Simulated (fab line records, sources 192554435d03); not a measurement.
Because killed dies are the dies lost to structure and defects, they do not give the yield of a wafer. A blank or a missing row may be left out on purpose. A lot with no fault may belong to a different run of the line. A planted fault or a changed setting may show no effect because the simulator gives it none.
Lot-split experiment -- flow n5-finfet -- 21 wafers read across 7 lots, on a route 1938 steps long

## THE SPLIT ITSELF
At N5_BEOL_M13_ETCH_59 (etches BARC in N2/H2, target depth 89 nm, overetch 26.7 nm, time 67.9 s), the setting time-s was moved away from the recipe's 67.9 s on 9 of the 21 wafers read, by -21.0% to +17.5%. All remaining wafers had this setting at the recipe value.

There is no step in the file separating the split from the reading.

## THE READING
coat_of_BEOL_M13_COAT_04.thk-nm (the simulator's own value, which no gauge read), in nm, at N5_BEOL_M13_VIA_ETCH_16 (etches SiOC in C4F8/O2/Ar, target depth 921.7 nm). The file does not state a usual value for it. Here, 12 wafers ran the recipe; their average is 70.4 nm with a standard deviation of 3.3 nm.

wafer,"tool, chamber at the split","time-s as run, s",against the recipe,"coat_of_BEOL_M13_COAT_04.thk-nm, nm",against lot-mates on the recipe
L078.2,"rie-diel-03, 3",62.21,-8.4%,78.4,no lot-mate on the recipe
L078.4,"rie-diel-03, 3",62.21,-8.4%,71.6,no lot-mate on the recipe
L078.5,"rie-diel-03, 1",62.21,-8.4%,70.8,no lot-mate on the recipe
L077.1,"rie-diel-03, 0",79.4,+16.9%,59,-10.6
L077.2,"rie-diel-03, 3",67.9,recipe,72.2,-
L077.4,"rie-diel-03, 0",67.9,recipe,67,-
L080.1,"rie-diel-03, 0",63.73,-6.1%,74.6,+1.6
L080.2,"rie-diel-03, 3",67.9,recipe,73,-
L080.5,"rie-diel-03, 1",63.73,-6.1%,73,+0.0
L096.3,"rie-diel-03, 2",79.75,+17.5%,56.2,-8.7
L096.4,"rie-diel-03, 2",67.9,recipe,63.8,-
L096.6,"rie-diel-03, 0",67.9,recipe,66,-
L090.2,"rie-diel-02, 1",67.9,recipe,69.2,-
L090.3,"rie-diel-02, 0",67.9,recipe,69.6,-
L090.5,"rie-diel-02, 2",67.9,recipe,71,-
L097.1,"rie-diel-03, 3",67.9,recipe,74.2,-
L097.2,"rie-diel-03, 2",53.66,-21.0%,89,+14.8
L097.5,"rie-diel-03, 0",53.66,-21.0%,84.8,+10.6
L092.3,"rie-diel-02, 2",67.9,recipe,72.6,-
L092.4,"rie-diel-02, 3",67.9,recipe,75,-
L092.6,"rie-diel-02, 2",67.9,recipe,71.2,-

THE FIT
A straight line over all 21 wafers: coat_of_BEOL_M13_COAT_04.thk-nm changes by -0.725 nm for each +1% of time-s; r = -0.90; the points scatter about the line by 3.3 nm.
The same after taking each lot's own level away (the mean of its wafers on the recipe; 18 wafers): -0.568 nm for each +1%; r = -0.95; scatter 1.8 nm.
According to that fit, moving time-s by its largest amount changes the reading by 12 nm.
Measured against the standard deviation above, the lots' own levels, which go from 64.90 to 74.20 nm, span 2.8 times it.
Hence the slope depends on the lot-to-lot level, as the two fits are not the same.
Check: for one of the wafers moved furthest among these (-21.0%), held out of the fit, the line's prediction against its lot-mates is +10.3 nm. It came out at +14.8 nm against them.

## OTHER SPLITS ON THESE WAFERS
Note: prior to the reading, these wafers also went through further splits. Each is held against what the fit with the lots' levels taken away leaves over:
other split on the same wafers,wafers away from the commonest value,r with coat_of_BEOL_M13_COAT_04.thk-nm (lot level and that fit taken away)
N5_BEOL_M9_ILD_DEP_00 time-s,7,+0.43
N5_BEOL_M10_COAT_60 spin-rpm,6,+0.11
N5_BEOL_M10_EXPOSE_08 dose-mj,5,+0.28
N5_BEOL_M10_ETCH_41 source-w,3,-0.33
N5_BEOL_M11_ETCH_66 time-s,6,+0.51
N5_BEOL_M11_ETCH_41 time-s,4,-0.05

## THE WHOLE CHAIN: every reading that the file lists as answering this split, in the file's order
step,what it does,reading,change (the file's fit),r (the file's)
N5_BEOL_M13_ETCH_59,"etches BARC in N2/H2, target depth 89 nm, overetch 26.7 nm, time 67.9 s","coat_of_BEOL_M13_COAT_04.thk-nm (the simulator's own value, which no gauge read)",-0.672 nm for each +1% of the setting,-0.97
N5_BEOL_M13_VIA_ETCH_16,"etches SiOC in C4F8/O2/Ar, target depth 921.7 nm","coat_of_BEOL_M13_COAT_04.thk-nm (the simulator's own value, which no gauge read)",-0.564 nm for each +1% of the setting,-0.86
N5_BEOL_M13_STRIP_63,strips in N2/H2,strip-time-to-endpoint-s,withheld for each +1% of the setting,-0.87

## FILE'S OWN FIT
coat_of_BEOL_M13_COAT_04.thk-nm changes by -0.564 nm for each +1% of time-s, r = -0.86.
